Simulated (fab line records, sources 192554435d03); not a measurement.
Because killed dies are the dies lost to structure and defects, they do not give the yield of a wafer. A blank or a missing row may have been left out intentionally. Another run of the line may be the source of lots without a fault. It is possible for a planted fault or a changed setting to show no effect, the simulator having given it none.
fab line records | flow n5Finfet
record lots=8 wafers=24 lastDay=18
route steps=1938 shown BEOL_M0_SAQP@652 BEOL_M4@1111 PASSIVATION@1936
lots that met no fault: taken from a fault-free run of the same line
startH: the number of hours between the record's first day and the start of the first shown wafer of the lot | waitH: time in hours since the lot's previous step | " same as the row above | L1.1+2: a row that stands for several wafers | - no value present, or no start provided | * or withheld: withheld | < > ~ a bound
route shown NAME@n: NAME is a module with steps in the file, n the number in the route of the first one | usual: average and standard deviation across the fault-free wafers | same: alike in all rows | chamber/n: place in a boat | sites: readings site by site | _std_site: standard deviation of those values | _edge_site: the outer-site mean with the inner-site mean subtracted | radiusMm: for every site, how far away it sits from the centre of the wafer | mask NAME#n: copy n | behind: the last tool/chamber to shape the wafer | hold: why the lot was held/for how many hours/how that ended | device: the transistor (n, p or np) that didn't switch | end of line: the route-end tests of the same wafers | for a step that has no rows: nothing shown but its recipe | killed: dies that structure and defects cost at the first sort, which is not the same as the wafer's yield | map: the dies of a wafer, with x for killed, . for not killed, _ for no die there
set.NAME: the run value of the setting; set.NAME@STEP: its run value at that earlier step | model.NAME: the simulator's own value behind a step, which no gauge read
steps of the route over a sample of lots; a table a step, a row a wafer
services: when a tool's chamber went out of use (startH, in hours from the record's first day, below 0 if earlier), for how many hours, and the reason
## steps
# step N5_BEOL_M0_SAQP_DESCUM_19
# recipe chemistry=O2 timeS=7.9 sourcePowerW=50 biasPowerW=20 pressureMtorr=20 rfFrequencyHz=2.712e+07 tempC=40 resist=CAR-ArF o2FlowSccm=225
# usual drypumpMotorCurrentA=5.5/0.39 oesProductAu=0.79/0.08 rfVppV=243.2/1.1 showerheadPlenumPTorr=2.10/0.047 throttleValvePct=20.40/0.23
# columns lot.wafer tool chamber startH waitH drypumpMotorCurrentA oesProductAu rfHoursCounterH rfVppV showerheadPlenumPTorr throttleValvePct
L894.4 rieDiel-03 3 119.68 0.0 5.4 0.76 - 243.9 2.09 20.60
L894.5 " 1 " " 5.1 0.83 - 242.6 2.12 20.20
L894.6 " 2 " " 5.8 0.72 - 243.4 2.17 20.12
L898.2 rieDiel-05 1 147.56 0.1 4.9 0.88 49 244.2 2.04 20.17
L898.5 " 2 " " 5.8 0.83 - 243.3 2.10 20.69
L898.6 " 1 " " 4.9 0.88 - 242.4 2.04 20.19
L899.2 rieDiel-06 2 150.10 0.0 5.8 0.81 92 243.1 2.12 20.48
L899.3 " 3 " " 5.2 0.70 237 244.1 2.06 20.76
L899.6 " 0 " " 5.4 0.73 - 242.1 2.08 20.63
L902.2 rieDiel-05 0 160.27 0.1 4.9 0.70 212 242.5 2.07 20.67
L902.3 " 1 " " 4.9 0.88 52 243.6 2.04 20.16
L902.6 " 2 " " 5.8 0.82 - 242.1 2.10 20.68
L903.2 rieDiel-03 2 168.40 0.2 5.7 0.70 181 244.7 2.16 20.14
L903.3 " 3 " " 5.4 0.76 142 243.3 2.08 20.62
L903.4 " 0 " " 6.2 0.94 7 241.0 2.06 20.14
L904.1 rieDiel-03 1 172.29 0.1 5.1 0.82 81 244.0 2.12 20.19
L904.2 " 0 " " 6.3 0.93 8 243.3 2.06 20.14
L904.3 " 3 " " 5.4 0.76 143 243.1 2.08 20.62
L911.2 rieDiel-06 3 212.84 0.0 5.1 0.98 5 241.9 2.06 20.39
L911.5 " 1 " " 5.7 0.94 - 244.2 2.23 20.23
L911.6 " 0 " " 5.4 0.72 - 242.5 2.07 20.68
L916.1 rieDiel-03 3 249.14 0.0 5.4 0.75 164 243.3 2.08 20.64
L916.3 " 2 " " 5.7 0.69 204 246.2 2.15 20.19
L916.6 " 2 " " 5.8 0.69 - 245.4 2.15 20.17
# step N5_BEOL_M0_SAQP_ETCH_84
# recipe chemistry=N2/H2 target=SOC targetDepthA=1000 overetchA=200 maskMaterial=SiARC tempC=40 timeS=150 ionEnergyEv=200 pressureMtorr=30 sourceW=840 biasW=150 n2FlowSccm=200 h2FlowSccm=200
# usual drypumpMotorCurrentA=5.5/0.39 h2FlowSccm=200.0/0.62 oesProductAu=0.71/0.067 rfVppV=524.1/1.8 showerheadPlenumPTorr=2.55/0.057 throttleValvePct=17.79/0.25
# columns lot.wafer tool chamber startH waitH drypumpMotorCurrentA h2FlowSccm oesProductAu rfHoursCounterH rfVppV showerheadPlenumPTorr throttleValvePct
L894.4 rieDiel-03 3 119.80 0.0 5.4 201.2 0.69 - 524.3 2.56 18.10
L894.5 " 1 " " 5.1 199.6 0.75 - 524.0 2.58 17.58
L894.6 " 2 " " 5.7 199.3 0.65 - 526.4 2.63 17.52
L898.2 rieDiel-05 1 147.64 0.0 4.9 199.9 0.79 49 523.3 2.48 17.52
L898.5 " 2 " " 5.8 200.6 0.74 - 523.8 2.57 18.07
L898.6 " 1 " " 5.0 200.3 0.79 - 521.8 2.48 17.51
L899.2 rieDiel-06 2 150.18 0.0 5.8 199.3 0.70 92 523.4 2.57 17.85
L899.3 " 3 " " 5.2 200.4 0.62 237 523.5 2.49 18.06
L899.6 " 0 " " 5.4 199.6 0.66 - 522.8 2.53 18.05
L902.2 rieDiel-05 0 160.35 0.0 4.9 200.2 0.63 212 523.4 2.52 18.07
L902.3 " 1 " " 4.9 200.2 0.78 52 522.9 2.48 17.50
L902.6 " 2 " " 5.8 199.6 0.73 - 524.2 2.56 18.09
L903.2 rieDiel-03 2 168.48 0.0 5.8 199.4 0.64 181 526.7 2.62 17.55
L903.3 " 3 " " 5.4 199.6 0.68 142 522.9 2.55 18.10
L903.4 " 0 " " 6.3 199.0 0.83 7 522.5 2.50 17.49
L904.1 rieDiel-03 1 172.38 0.0 5.1 199.9 0.73 81 522.2 2.57 17.62
L904.2 " 0 " " 6.2 199.3 0.83 8 523.8 2.50 17.49
L904.3 " 3 " " 5.5 200.4 0.68 143 523.5 2.55 18.12
L911.2 rieDiel-06 3 212.92 0.0 5.2 199.5 0.86 5 522.0 2.49 17.64
L911.5 " 1 " " 5.7 199.9 0.83 - 527.7 2.71 17.62
L911.6 " 0 " " 5.4 200.5 0.64 - 523.3 2.52 18.10
L916.1 rieDiel-03 3 249.22 0.0 5.4 199.0 0.66 164 523.1 2.54 18.14
L916.3 " 2 " " 5.8 200.1 0.63 204 525.8 2.61 17.57
L916.6 " 2 " " 5.8 199.6 0.62 - 526.3 2.61 17.60
# step N5_BEOL_M0_SAQP_SPACER1_ALD_98
# recipe material=SiO2 targetThkA=128 tempC=300 aldPrecursorFamily=BDEAS aldCoReactant=O2-plasma pulseTimeS=1 purgeTimeS=2 coReactantPurgeTimeS=2 aldCycles=138 pressureTorr=2
# usual aldCycles=138/0 heaterPowerW=494/40 precursorPulseHeightRel=1.001/0.021
# columns lot.wafer tool chamber startH waitH aldCycles heaterPowerW precursorPulseHeightRel
L894.4 aldSin-02 0 120.55 0.1 138 509 1.000
L894.5 " 0 " " 138 504 0.996
L894.6 " 3 " " 138 369 1.013
L898.2 aldSin-04 1 150.51 0.8 138 512 1.005
L898.5 " 0 " " 138 483 0.962
L898.6 " 1 " " 138 525 1.024
L899.2 aldSin-02 3 150.99 0.3 138 372 1.047
L899.3 " 2 " " 138 487 1.017
L899.6 " 1 " " 138 497 0.991
L902.2 aldSin-02 0 161.87 0.8 127 505 0.994
L902.3 " 2 " " 138 500 1.016
L902.6 " 2 " " 127 496 1.001
L903.2 aldSin-01 2 169.67 0.3 138 503 1.014
L903.3 " 3 " " 138 522 0.965
L903.4 " 1 " " 138 526 0.990
L904.1 aldSin-02 0 173.19 0.3 138 481 1.022
L904.2 " 1 " " 127 494 1.013
L904.3 " 3 " " 138 364 0.990
L911.2 aldSin-01 3 213.96 0.5 138 518 1.010
L911.5 " 3 " " 138 523 1.029
L911.6 " 2 " " 138 517 1.010
L916.1 aldSin-04 2 250.74 1.0 138 507 1.005
L916.3 " 0 " " 138 472 1.020
L916.6 " 1 " " 138 502 1.011
# step N5_BEOL_M0_SAQP_SPACER1_ETCHBACK_99
# recipe chemistry=CHF3/O2 mode=anisotropicEtchback target=SiO2 targetDepthA=154 timeS=7.7 pressureMtorr=30 sourceW=650 biasW=170 Ar_flow_sccm=200 CHF3_flow_sccm=50 O2_flow_sccm=5 ionEnergyEv=200
# usual drypumpMotorCurrentA=5.4/0.41 oes_ar_750_au=0.79/0.076 oesProductAu=0.79/0.08 rfVppV=523/5.1 showerheadPlenumPTorr=2.42/0.048 throttleValvePct=18.89/0.24
# columns lot.wafer tool chamber startH waitH drypumpMotorCurrentA oes_ar_750_au oesProductAu rfHoursCounterH rfVppV showerheadPlenumPTorr throttleValvePct
L894.4 rieDiel-03 2 121.06 0.3 5.7 0.73 0.72 - 528 2.50 18.65
L894.5 " 1 " " 5.1 0.84 0.83 - 528 2.45 18.70
L894.6 " 3 " " 5.4 0.78 0.76 - 517 2.42 19.14
L898.2 rieDiel-03 3 151.06 0.3 5.4 0.76 0.76 141 518 2.41 19.17
L898.5 " 0 " " 6.3 0.96 0.95 - 519 2.37 18.58
L898.6 " 3 " " 5.4 0.77 0.75 - 518 2.41 19.16
L899.2 rieDiel-05 2 151.46 0.3 5.8 0.83 0.84 91 522 2.43 19.18
L899.3 " 3 " " 5.4 0.77 0.78 118 536 2.43 18.68
L899.6 " 0 " " 4.9 0.71 0.69 - 518 2.39 19.17
L902.2 rieDiel-06 0 162.56 0.5 5.4 0.73 0.73 196 518 2.40 19.14
L902.3 " 2 " " 5.8 0.79 0.78 97 525 2.43 18.94
L902.6 " 2 " " 5.8 0.79 0.79 - 522 2.43 18.94
L903.2 rieDiel-05 2 170.15 0.3 5.8 0.82 0.83 98 520 2.43 19.17
L903.3 " 3 " " 5.4 0.76 0.77 125 535 2.43 18.70
L903.4 " 1 " " 4.9 0.87 0.88 56 528 2.35 18.66
L904.1 rieDiel-06 0 173.67 0.3 5.4 0.72 0.72 201 519 2.40 19.16
L904.2 " 2 " " 5.8 0.79 0.79 102 522 2.43 18.96
L904.3 " 3 " " 5.2 0.69 0.68 248 521 2.37 19.24
L911.2 rieDiel-03 3 214.51 0.3 5.4 0.76 0.75 155 517 2.41 19.19
L911.5 " 2 " " 5.7 0.71 0.69 - 527 2.49 18.70
L911.6 " 1 " " 5.1 0.81 0.80 - 527 2.44 18.75
L916.1 rieDiel-06 3 251.29 0.3 5.2 0.93 0.94 16 521 2.36 18.85
L916.3 " 0 " " 5.4 0.71 0.71 223 518 2.39 19.19
L916.6 " 2 " " 5.9 0.76 0.76 - 522 2.42 18.99
# step N5_BEOL_M0_SAQP_CD_MEAS_25
# recipe targetCdNm=13.1 landingEnergyEv=1000 detector=seInlens
# usual cdNm=12.79/0.22
# same landingEnergyEv=1000
# columns lot.wafer tool chamber startH waitH cdNm
L894.4 cdSem-01 0 121.23 0.1 12.92
L894.5 " 0 " " 12.84
L894.6 " 0 " " 12.57
L898.2 cdSem-03 0 151.25 0.1 12.32
L898.5 " 0 " " 12.83
L898.6 " 0 " " 12.71
L899.2 cdSem-03 0 151.66 0.1 12.54
L899.3 " 0 " " 12.85
L899.6 " 0 " " 12.63
L902.2 cdSem-01 0 162.76 0.1 11.59
L902.3 " 0 " " 12.68
L902.6 " 0 " " 11.59
L903.2 cdSem-03 0 170.35 0.1 12.73
L903.3 " 0 " " 12.77
L903.4 " 0 " " 12.75
L904.1 cdSem-01 0 173.86 0.1 12.76
L904.2 " 0 " " 11.55
L904.3 " 0 " " 12.98
L911.2 cdSem-01 0 214.71 0.1 12.54
L911.5 " 0 " " 12.82
L911.6 " 0 " " 12.81
L916.1 cdSem-03 0 251.48 0.1 13.17
L916.3 " 0 " " 12.94
L916.6 " 0 " " 12.91
# step N5_BEOL_M4_RC_MEAS_101
# usual DIBL_N=36.2/1.2 DIBL_P=36.3/1.3 IOFF_N=0.155/0.019 IOFF_P=0.210/0.029 ION_N=677/8.6 ION_P=465/6.8 SS_N=71.4/0.48 SS_P=73.2/0.53 VT_N=249.9/2.4 VT_P=-250/3.2
# columns lot.wafer tool chamber startH waitH DIBL_N[mV/V] DIBL_P[mV/V] IOFF_N[nA/um] IOFF_P[nA/um] ION_N[uA/um] ION_P[uA/um] SS_N[mV/dec] SS_P[mV/dec] VT_N[mV] VT_P[mV]
L894.4 prober-01 0 176.70 0.5 35.3 36.5 0.138 0.190 682 470 70.8 73.2 250.0 -251
L894.5 " 0 " " 36.7 38.1 0.162 0.215 675 464 72.0 73.5 250.2 -249
L894.6 " 0 " " 34.3 35.1 0.116 0.163 674 460 70.3 72.9 257.5 -254
L898.2 prober-02 0 206.36 0.2 37.6 37.0 0.164 0.198 679 458 71.6 73.7 248.7 -252
L898.5 " 0 " " 37.2 36.6 0.149 0.181 673 457 71.4 74.1 252.1 -253
L898.6 " 0 " " 36.1 35.7 0.144 0.183 674 465 71.0 73.3 251.6 -251
L899.2 prober-02 0 216.28 0.2 35.7 36.7 0.176 0.239 682 470 71.8 72.9 251.2 -250
L899.3 " 0 " " 34.8 35.9 0.147 0.219 680 474 70.9 74.0 250.3 -252
L899.6 " 0 " " 33.7 34.1 0.128 0.190 681 467 70.7 73.0 250.1 -250
L902.2 prober-01 0 224.86 0.2 37.3 38.1 0.192 0.255 688 467 71.8 74.0 248.3 -245
L902.3 " 0 " " 35.2 36.1 0.156 0.230 674 461 71.5 73.6 248.8 -245
L902.6 " 0 " " 35.7 36.5 0.164 0.228 676 467 71.1 72.9 248.3 -249
L903.2 prober-01 0 245.08 0.2 34.4 33.4 0.117 0.192 669 470 70.6 72.5 253.2 -245
L903.3 " 0 " " 36.1 36.1 0.154 0.227 680 474 71.4 73.4 250.9 -247
L903.4 " 0 " " 37.6 37.4 0.181 0.253 684 470 71.6 74.0 246.6 -247
L904.1 prober-01 0 253.57 0.0 35.5 35.8 0.165 0.222 687 467 71.0 73.1 245.4 -249
L904.2 " 0 " " 37.7 37.8 0.204 0.267 678 470 71.8 73.8 246.3 -248
L904.3 " 0 " " 35.9 35.3 0.152 0.218 678 469 71.9 73.3 252.4 -250
L911.2 prober-02 0 282.73 0.2 36.5 37.6 0.155 0.216 672 464 70.9 73.4 250.2 -248
L911.5 " 0 " " 35.7 36.6 0.142 0.194 676 464 71.5 73.3 251.9 -251
L911.6 " 0 " " 36.0 37.3 0.145 0.219 676 463 71.8 73.5 251.1 -248
L916.1 prober-02 0 322.78 0.0 35.4 33.4 0.128 0.159 657 451 70.9 72.4 252.2 -254
L916.3 " 0 " " 36.9 35.5 0.159 0.188 673 459 71.7 72.8 250.4 -251
L916.6 " 0 " " 37.4 36.0 0.164 0.199 674 458 71.9 73.6 249.7 -252
# step N5_PASSIVATION_PROBE_49
# usual defectLimitedYield=91.2/1.4 killed_at_M0_to_M3=34/10 killed_at_M4_up=13/5.1 killedAtContacts=12/6.5 killedAtFrontEnd=41/11 killedAtOther=4/3.3 killedDies=104/16 killedOpen=69/13 killedShort=33/7 sort_bin_5_function=5.1/0.91 sort_bin_6_memory=3.3/0.69 sortNPass=1076/16 sortYieldPct=91.2/1.4
# same grossDies=1180 killedAtBackSide=0 sort_bin_4_leakage[%]=0 sort_bin_8_speed[%]=0
# columns lot.wafer tool chamber startH waitH defectLimitedYield[%] killed_at_M0_to_M3 killed_at_M4_up killedAtContacts killedAtFrontEnd killedAtOther killedDies killedOpen killedShort sort_bin_5_function[%] sort_bin_6_memory[%] sortNPass sortYieldPct[%]
L904.1 prober-02 - 356.59 0.0 90.9 50 22 2 32 1 107 62 38 5.3 2.9 1073 90.9
L904.2 prober-02 - 356.64 0.1 90.8 51 18 8 29 3 109 66 42 5.7 3.3 1071 90.8
# killed by level:class
L904.1 BEOL_M3:geometricParticle:open=14 BEOL_M0_SAQP:geometricParticle:short=9 BEOL_M4:geometricParticle:open=7 HKMG_FIN:areaEtch=7 BEOL_M1:geometricParticle:open=6 BEOL_M2:geometricParticle:open=6 FIN_SAQP:geometricParticle:short=5 BEOL_M0_SAQP:geometricParticle:open=4
L904.2 BEOL_M4:geometricParticle:open=11 BEOL_M0_SAQP:geometricParticle:short=9 BEOL_M1:geometricParticle:short=9 BEOL_M2:geometricParticle:open=8 BEOL_M0_SAQP:geometricParticle:open=7 BEOL_M1:geometricParticle:open=7 BEOL_M3:geometricParticle:open=7 MOL_CONTACT_COAG:geometricParticle:open=5
## services
# columns tool chamber startH hours kind
aldSin-04 - 101.83 6.0 pm
rieDiel-03 0 109.73 - clean
rieDiel-03 0 109.73 - consumableReplace:focusRing
rieDiel-03 0 109.73 26.8 scheduledDown
rieDiel-03 0 109.73 26.8 ventCycle
aldSin-04 3 112.23 5.1 repair
rieDiel-06 1 144.27 14.9 repair
rieDiel-03 3 152.15 13.5 repair
aldSin-04 - 154.79 14.6 pm
rieDiel-03 - 157.17 10.0 pm
rieDiel-06 1 161.77 - clean
rieDiel-06 1 161.77 - consumableReplace:focusRing
rieDiel-06 1 161.77 - consumableReplace:showerhead
rieDiel-05 3 175.74 3.6 repair
aldSin-04 - 176.75 14.0 pm
aldSin-01 - 177.28 1.1 repair
rieDiel-06 3 180.34 - clean
rieDiel-06 3 180.34 - consumableReplace:focusRing
rieDiel-06 3 180.34 15.5 scheduledDown
rieDiel-06 3 180.34 15.5 ventCycle
aldSin-01 3 200.20 3.2 repair
rieDiel-03 0 209.33 4.7 repair
rieDiel-06 0 235.18 4.9 repair
aldSin-01 2 237.46 3.8 repair
## key
firstSign step=N5_BEOL_M0_SAQP_SPACER1_ALD_98 reading=aldCycles direction=down sigmas=99+ usual=* struck=*
effect step=N5_BEOL_M0_SAQP_CD_MEAS_25 reading=cdNm direction=down sigmas=5.5 usual=12.79 struck=11.58
metAt N5_BEOL_M0_SAQP_SPACER1_ALD_98
struckLots L902,L904
struckWafers L902.2,L902.6,L904.2
notActingAt N5_BEOL_M0_SAQP_DESCUM_19,N5_BEOL_M0_SAQP_ETCH_84,N5_BEOL_M0_SAQP_SPACER1_ETCHBACK_99
onsetBetween 150.99 161.87
fault kind=processParameterDrift tool=aldSin-02 chamber=- onsetH=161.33 steps=N5_BEOL_M0_SAQP_SPACER1_ALD_98 channel=aldCycles offset=* shape=step endH=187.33 scope=struckWafersOnly actsIn=* stated=*
